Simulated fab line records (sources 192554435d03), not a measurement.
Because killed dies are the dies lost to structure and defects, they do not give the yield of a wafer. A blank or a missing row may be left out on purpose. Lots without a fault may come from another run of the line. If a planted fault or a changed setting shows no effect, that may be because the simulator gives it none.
fab line records | flow n5_finfet | part 2 of 2: steps 5 to 6 of 6
[record] lots = 24 | wafers = 72 | last_day = 19
route steps=1938 shown SD_EPI_N@275 ILD0@338 GATE_CUT@465
lots that met no fault: from a run of the same line without faults
start_h: hours from the record's opening day to when the first of the lot's shown wafers began | wait_h: hours from the lot's prior step to this one | " unchanged from the row above | L1.1+2: a row that stands for several wafers | - no value, or no start was given | * or withheld: withheld | < > ~ a bound
route shown NAME@n: names a module that has steps shown in the file, with the first one's number in the route | usual: the fault-free wafers' mean and standard deviation | same: alike in all rows | chamber/n: place in a boat | sites: per-site readings | _std_site: their standard deviation | _edge_site: mean of outer sites minus mean of inner sites | radius_mm: how far each site lies from the wafer's centre | mask NAME#n: copy n | behind: tool/chamber where the wafer was last shaped | hold: what put the lot on hold/how long, in hours/how the hold closed | device: names the non-switching transistor (n, p or np) | end of line: the same wafers' tests at the end of the route | a step given without rows: its recipe and nothing more | killed: the dies lost at the first sort to structure and to defects; this is not the yield of the wafer | map: dies across one wafer; x = killed, . = not, _ = none there
set.NAME: the setting that was run; set.NAME@STEP: the one run at that earlier step | model.NAME: the simulator's own value behind a step, which no gauge read
the route's steps for a sample of lots (tables are steps, rows are wafers)
services: the hour from which a tool's chamber was out of use, counted from the record's first day as start_h (under 0 if before that day), plus the number of hours and why
[[steps]]
[step N5_GATE_CUT_VAPOR_ETCH_60]
[recipe] chemistry = BCl3/Cl2 | target = HfO2 | mode = isotropic
[usual] drypump_motor_current_A = 5.7/0.4 | oes_product_au = 0.72/0.11
lot.wafer | tool         | chamber | start_h | wait_h | drypump_motor_current_A | oes_product_au
L074.1    | rie_metal-01 | 1       | 84.37   | 0.0    | 6.2                     | 0.65
L074.5    | "            | 1       | "       | "      | 6.2                     | 0.64
L074.6    | "            | 0       | "       | "      | 5.2                     | 0.64
L075.2    | rie_metal-02 | 0       | 90.79   | 0.0    | 5.8                     | 0.66
L075.5    | "            | 0       | "       | "      | 5.8                     | 0.67
L075.6    | "            | 1       | "       | "      | 5.6                     | 0.88
L076.4    | rie_metal-02 | 1       | 99.55   | 0.0    | 5.6                     | 0.87
L076.5    | "            | 1       | "       | "      | 5.6                     | 0.88
L076.6    | "            | 0       | "       | "      | 5.8                     | 0.65
L077.1    | rie_metal-03 | 1       | 106.21  | 0.0    | 6.2                     | 0.88
L077.3    | "            | 0       | "       | "      | 5.3                     | 0.83
L077.6    | "            | 0       | "       | "      | 5.3                     | 0.85
L078.4    | rie_metal-01 | 0       | 109.64  | 0.0    | 5.2                     | 0.62
L078.5    | "            | 1       | "       | "      | 6.2                     | 0.64
L078.6    | "            | 0       | "       | "      | 5.2                     | 0.62
L079.1    | rie_metal-01 | 0       | 111.00  | 0.0    | 5.2                     | 0.62
L079.3    | "            | 1       | "       | "      | 6.2                     | 0.64
L079.4    | "            | 0       | "       | "      | 5.2                     | 0.62
L080.3    | rie_metal-01 | 1       | 114.96  | 0.0    | 6.2                     | 0.64
L080.4    | "            | 0       | "       | "      | 5.2                     | 0.63
L080.5    | "            | 0       | "       | "      | 5.2                     | 0.62
L081.2    | rie_metal-01 | 0       | 120.70  | 0.0    | 5.2                     | 0.62
L081.3    | "            | 0       | "       | "      | 5.2                     | 0.62
L081.5    | "            | 0       | "       | "      | 5.2                     | 0.62
L082.2    | rie_metal-01 | 1       | 126.20  | 0.0    | 6.2                     | 0.64
L082.3    | "            | 0       | "       | "      | 5.2                     | 0.62
L082.6    | "            | 0       | "       | "      | 5.2                     | 0.62
L083.3    | rie_metal-03 | 1       | 134.71  | 0.0    | 6.2                     | 0.87
L083.4    | "            | 0       | "       | "      | 5.3                     | 0.84
L083.5    | "            | 0       | "       | "      | 5.3                     | 0.84
L084.1    | rie_metal-01 | 0       | 142.65  | 0.0    | 5.2                     | 0.62
L084.4    | "            | 0       | "       | "      | 5.2                     | 0.62
L084.6    | "            | 0       | "       | "      | 5.2                     | 0.62
L085.1    | rie_metal-03 | 0       | 153.19  | 0.0    | 5.3                     | 0.84
L085.4    | "            | 0       | "       | "      | 5.3                     | 0.83
L085.6    | "            | 0       | "       | "      | 5.3                     | 0.82
L086.1    | rie_metal-03 | 1       | 156.07  | 0.0    | 6.2                     | 0.85
L086.2    | "            | 0       | "       | "      | 5.3                     | 0.83
L086.3    | "            | 0       | "       | "      | 5.3                     | 0.84
L087.1    | rie_metal-01 | 0       | 159.56  | 0.0    | 5.2                     | 0.61
L087.2    | "            | 1       | "       | "      | 6.2                     | 0.63
L087.4    | "            | 1       | "       | "      | 6.2                     | 0.63
L088.1    | rie_metal-02 | 0       | 165.93  | 0.0    | 5.8                     | 0.65
L088.3    | "            | 0       | "       | "      | 5.8                     | 0.66
L088.5    | "            | 1       | "       | "      | 5.6                     | 0.86
L089.2    | rie_metal-01 | 1       | 170.81  | 0.0    | 6.2                     | 0.64
L089.3    | "            | 1       | "       | "      | 6.2                     | 0.63
L089.6    | "            | 1       | "       | "      | 6.2                     | 0.63
L090.1    | rie_metal-03 | 1       | 174.46  | 0.0    | 6.2                     | 0.85
L090.2    | "            | 0       | "       | "      | 5.3                     | 0.82
L090.6    | "            | 0       | "       | "      | 5.3                     | 0.82
L091.2    | rie_metal-02 | 1       | 180.33  | 0.0    | 5.6                     | 0.84
L091.3    | "            | 0       | "       | "      | 5.8                     | 0.65
L091.4    | "            | 1       | "       | "      | 5.6                     | 0.84
L092.2    | rie_metal-03 | 0       | 188.45  | 0.0    | 5.3                     | 0.83
L092.4    | "            | 0       | "       | "      | 5.3                     | 0.83
L092.6    | "            | 0       | "       | "      | 5.3                     | 0.82
L093.1    | rie_metal-02 | 0       | 197.01  | 0.0    | 5.8                     | 0.64
L093.5    | "            | 1       | "       | "      | 5.6                     | 0.84
L093.6    | "            | 0       | "       | "      | 5.8                     | 0.65
L094.2    | rie_metal-02 | 0       | 201.53  | 0.0    | 5.8                     | 0.64
L094.3    | "            | 0       | "       | "      | 5.8                     | 0.65
L094.5    | "            | 1       | "       | "      | 5.6                     | 0.85
L095.1    | rie_metal-02 | 0       | 208.05  | 0.0    | 5.8                     | 0.64
L095.2    | "            | 1       | "       | "      | 5.6                     | 0.85
L095.4    | "            | 1       | "       | "      | 5.6                     | 0.84
L096.1    | rie_metal-01 | 1       | 212.22  | 0.0    | 6.2                     | 0.62
L096.3    | "            | 0       | "       | "      | 5.2                     | 0.60
L096.5    | "            | 0       | "       | "      | 5.2                     | 0.60
L097.1    | rie_metal-02 | 1       | 218.52  | 0.0    | 5.6                     | 0.83
L097.4    | "            | 0       | "       | "      | 5.8                     | 0.64
L097.5    | "            | 0       | "       | "      | 5.8                     | 0.64
[step N5_GATE_CUT_ETCH_58]
[recipe] chemistry = CH3F/O2 | target = SiNx | target_depth_a = 170 | time_s = 128.6 | ion_energy_ev = 50 | pressure_mtorr = 30 | source_w = 415 | bias_w = 21 | Ar_flow_sccm = 150 | CH3F_flow_sccm = 30 | O2_flow_sccm = 20
[usual] drypump_motor_current_A = 5.5/0.5 | oes_product_au = 0.81/0.091 | rf_vpp_V = 99.1/0.88 | showerhead_plenum_p_Torr = 1.99/0.067 | throttle_valve_pct = 16.33/0.22
lot.wafer | tool        | chamber | start_h | wait_h | drypump_motor_current_A | oes_product_au | rf_hours_counter_h | rf_vpp_V | showerhead_plenum_p_Torr | throttle_valve_pct
L074.1    | rie_diel-03 | 1       | 84.42   | 0.0    | 5.6                     | 0.75           | 168                | 99.2     | 1.98                     | 16.45
L074.5    | "           | 2       | "       | "      | 5.1                     | 0.86           | -                  | 100.4    | 2.03                     | 16.31
L074.6    | "           | 3       | "       | "      | 6.2                     | 0.88           | -                  | 99.5     | 1.98                     | 16.37
L075.2    | rie_diel-03 | 2       | 90.84   | 0.0    | 5.0                     | 0.85           | 77                 | 98.8     | 2.03                     | 16.31
L075.5    | "           | 1       | "       | "      | 5.6                     | 0.75           | -                  | 100.4    | 1.98                     | 16.45
L075.6    | "           | 2       | "       | "      | 5.1                     | 0.85           | -                  | 99.1     | 2.03                     | 16.32
L076.4    | rie_diel-04 | 1       | 99.64   | 0.1    | 5.6                     | 0.81           | -                  | 99.9     | 2.00                     | 16.30
L076.5    | "           | 3       | "       | "      | 6.4                     | 0.78           | -                  | 99.2     | 2.01                     | 16.45
L076.6    | "           | 1       | "       | "      | 5.7                     | 0.82           | -                  | 99.7     | 2.00                     | 16.29
L077.1    | rie_diel-04 | 1       | 106.26  | 0.0    | 5.7                     | 0.81           | 117                | 100.2    | 2.00                     | 16.31
L077.3    | "           | 3       | "       | "      | 6.4                     | 0.78           | -                  | 99.4     | 2.01                     | 16.45
L077.6    | "           | 1       | "       | "      | 5.7                     | 0.82           | -                  | 97.8     | 2.00                     | 16.28
L078.4    | rie_diel-04 | 3       | 109.77  | 0.1    | 6.4                     | 0.77           | -                  | 98.6     | 2.01                     | 16.45
L078.5    | "           | 0       | "       | "      | 5.3                     | 0.99           | -                  | 100.0    | 2.05                     | 16.29
L078.6    | "           | 1       | "       | "      | 5.6                     | 0.80           | -                  | 98.3     | 2.00                     | 16.31
L079.1    | rie_diel-01 | 0       | 111.05  | 0.0    | 5.4                     | 0.68           | 242                | 98.3     | 1.86                     | 16.57
L079.3    | "           | 3       | "       | "      | 5.6                     | 0.69           | 243                | 98.1     | 2.07                     | 16.38
L079.4    | "           | 1       | "       | "      | 5.1                     | 0.76           | -                  | 97.8     | 1.94                     | 16.71
L080.3    | rie_diel-01 | 3       | 115.00  | 0.0    | 5.6                     | 0.69           | 245                | 99.2     | 2.07                     | 16.38
L080.4    | "           | 1       | "       | "      | 5.1                     | 0.75           | -                  | 97.8     | 1.94                     | 16.70
L080.5    | "           | 3       | "       | "      | 5.6                     | 0.68           | -                  | 100.2    | 2.07                     | 16.38
L081.2    | rie_diel-04 | 0       | 120.76  | 0.0    | 5.3                     | 0.99           | 3                  | 100.4    | 2.05                     | 16.29
L081.3    | "           | 2       | "       | "      | 4.7                     | 0.71           | 191                | 99.3     | 1.88                     | 16.14
L081.5    | "           | 3       | "       | "      | 6.4                     | 0.77           | -                  | 99.8     | 2.00                     | 16.47
L082.2    | rie_diel-03 | 0       | 126.27  | 0.1    | 4.9                     | 0.98           | 7                  | 100.2    | 2.13                     | 16.03
L082.3    | "           | 2       | "       | "      | 5.1                     | 0.83           | 89                 | 99.7     | 2.03                     | 16.33
L082.6    | "           | 1       | "       | "      | 5.6                     | 0.74           | -                  | 98.5     | 1.98                     | 16.48
L083.3    | rie_diel-04 | 3       | 134.90  | 0.2    | 6.4                     | 0.77           | 130                | 98.8     | 2.00                     | 16.48
L083.4    | "           | 1       | "       | "      | 5.6                     | 0.80           | 124                | 99.4     | 2.00                     | 16.31
L083.5    | "           | 0       | "       | "      | 5.3                     | 0.96           | -                  | 100.0    | 2.05                     | 16.32
L084.1    | rie_diel-03 | 1       | 142.71  | 0.0    | 5.6                     | 0.74           | 187                | 100.1    | 1.98                     | 16.50
L084.4    | "           | 3       | "       | "      | 6.2                     | 0.85           | 38                 | 98.9     | 1.97                     | 16.42
L084.6    | "           | 2       | "       | "      | 5.1                     | 0.82           | -                  | 98.6     | 2.03                     | 16.35
L085.1    | rie_diel-03 | 2       | 153.24  | 0.0    | 5.1                     | 0.82           | 97                 | 100.1    | 2.03                     | 16.35
L085.4    | "           | 1       | "       | "      | 5.6                     | 0.73           | 190                | 98.0     | 1.98                     | 16.49
L085.6    | "           | 1       | "       | "      | 5.6                     | 0.74           | -                  | 100.3    | 1.98                     | 16.49
L086.1    | rie_diel-04 | 3       | 156.12  | 0.0    | 6.4                     | 0.77           | 135                | 97.9     | 2.00                     | 16.48
L086.2    | "           | 2       | "       | "      | 4.7                     | 0.71           | 200                | 98.2     | 1.88                     | 16.16
L086.3    | "           | 1       | "       | "      | 5.7                     | 0.80           | 130                | 98.9     | 2.00                     | 16.31
L087.1    | rie_diel-03 | 1       | 159.61  | 0.0    | 5.6                     | 0.74           | 192                | 98.9     | 1.98                     | 16.50
L087.2    | "           | 3       | "       | "      | 6.2                     | 0.84           | 43                 | 96.8     | 1.97                     | 16.42
L087.4    | "           | 0       | "       | "      | 5.0                     | 0.94           | 18                 | 100.7    | 2.13                     | 16.04
L088.1    | rie_diel-04 | 0       | 166.05  | 0.1    | 5.3                     | 0.96           | 11                 | 99.5     | 2.05                     | 16.31
L088.3    | "           | 1       | "       | "      | 5.6                     | 0.80           | 134                | 98.2     | 2.00                     | 16.33
L088.5    | "           | 2       | "       | "      | 4.7                     | 0.71           | -                  | 98.3     | 1.87                     | 16.16
L089.2    | rie_diel-04 | 0       | 170.87  | 0.0    | 5.3                     | 0.95           | 13                 | 99.8     | 2.05                     | 16.31
L089.3    | "           | 3       | "       | "      | 6.4                     | 0.76           | 141                | 98.5     | 2.00                     | 16.49
L089.6    | "           | 2       | "       | "      | 4.7                     | 0.70           | -                  | 99.2     | 1.87                     | 16.18
L090.1    | rie_diel-01 | 2       | 174.51  | 0.0    | 5.5                     | 0.93           | 21                 | 98.5     | 1.94                     | 15.93
L090.2    | "           | 1       | "       | "      | 5.1                     | 0.73           | 156                | 100.2    | 1.94                     | 16.78
L090.6    | "           | 1       | "       | "      | 5.1                     | 0.73           | -                  | 98.2     | 1.94                     | 16.76
L091.2    | rie_diel-01 | 3       | 180.55  | 0.2    | 5.6                     | 0.95           | 10                 | 99.6     | 2.06                     | 15.92
L091.3    | "           | 2       | "       | "      | 5.5                     | 0.92           | 23                 | 97.9     | 1.94                     | 15.95
L091.4    | "           | 3       | "       | "      | 5.6                     | 0.95           | -                  | 98.8     | 2.06                     | 15.94
L092.2    | rie_diel-04 | 1       | 188.50  | 0.0    | 5.6                     | 0.78           | 139                | 98.7     | 2.00                     | 16.35
L092.4    | "           | 2       | "       | "      | 4.7                     | 0.69           | 211                | 98.1     | 1.87                     | 16.18
L092.6    | "           | 2       | "       | "      | 4.7                     | 0.69           | -                  | 97.8     | 1.87                     | 16.18
L093.1    | rie_diel-01 | 3       | 197.11  | 0.1    | 5.6                     | 0.94           | 15                 | 98.9     | 2.06                     | 15.95
L093.5    | "           | 1       | "       | "      | 5.1                     | 0.74           | -                  | 100.1    | 1.93                     | 16.77
L093.6    | "           | 2       | "       | "      | 5.5                     | 0.91           | -                  | 99.9     | 1.94                     | 15.96
L094.2    | rie_diel-04 | 0       | 201.63  | 0.1    | 5.3                     | 0.91           | 23                 | 99.1     | 2.04                     | 16.33
L094.3    | "           | 1       | "       | "      | 5.6                     | 0.78           | 143                | 99.8     | 1.99                     | 16.34
L094.5    | "           | 2       | "       | "      | 4.7                     | 0.69           | -                  | 98.7     | 1.87                     | 16.20
L095.1    | rie_diel-03 | 0       | 208.22  | 0.2    | 5.0                     | 0.92           | 32                 | 99.2     | 2.12                     | 16.06
L095.2    | "           | 1       | "       | "      | 5.6                     | 0.72           | 206                | 97.6     | 1.97                     | 16.53
L095.4    | "           | 3       | "       | "      | 6.2                     | 0.83           | 56                 | 101.4    | 1.97                     | 16.42
L096.1    | rie_diel-01 | 0       | 212.49  | 0.3    | 5.4                     | 0.96           | 9                  | 99.3     | 2.11                     | 16.09
L096.3    | "           | 2       | "       | "      | 5.5                     | 0.91           | 32                 | 99.4     | 1.94                     | 15.96
L096.5    | "           | 0       | "       | "      | 5.3                     | 0.95           | -                  | 99.3     | 2.10                     | 16.08
L097.1    | rie_diel-01 | 3       | 218.86  | 0.3    | 5.6                     | 0.92           | 21                 | 98.8     | 2.06                     | 15.96
L097.4    | "           | 1       | "       | "      | 5.1                     | 0.72           | 170                | 99.3     | 1.93                     | 16.78
L097.5    | "           | 1       | "       | "      | 5.1                     | 0.72           | -                  | 98.9     | 1.93                     | 16.79
[[services]]
tool         | chamber | start_h | hours | kind
cmp-03       | -       | 29.57   | 5.0   | pm
cmp-04       | -       | 38.85   | 1.6   | repair
rie_diel-05  | 3       | 39.99   | 7.1   | repair
cmp-03       | -       | 47.09   | 4.0   | pm
epi_rpcvd-01 | -       | 48.05   | 27.2  | pm
rie_diel-04  | -       | 52.58   | 0.2   | repair
cmp-04       | -       | 59.94   | 0.6   | repair
epi_rpcvd-04 | -       | 63.60   | 0.6   | repair
epi_rpcvd-04 | -       | 80.05   | 8.1   | pm
cmp-04       | -       | 89.26   | 4.1   | pm
rie_diel-04  | 2       | 96.27   | 15.7  | repair
epi_rpcvd-01 | -       | 115.38  | 1.9   | repair
rie_metal-02 | -       | 117.58  | 0.3   | repair
rie_diel-05  | 1       | 121.32  | 1.8   | repair
rie_diel-04  | -       | 136.35  | 1.1   | repair
cmp-03       | -       | 151.95  | 0.4   | repair
rie_diel-04  | 0       | 152.81  | 8.1   | repair
rie_metal-03 | -       | 165.67  | 2.8   | pm
rie_diel-04  | -       | 167.56  | 0.5   | repair
cmp-03       | -       | 194.07  | 0.9   | repair
rie_diel-05  | 3       | 211.18  | 8.2   | repair
cmp-04       | -       | 214.50  | 2.1   | repair
rie_metal-01 | 1       | 217.03  | 3.9   | repair
epi_rpcvd-02 | -       | 218.62  | 56.8  | repair
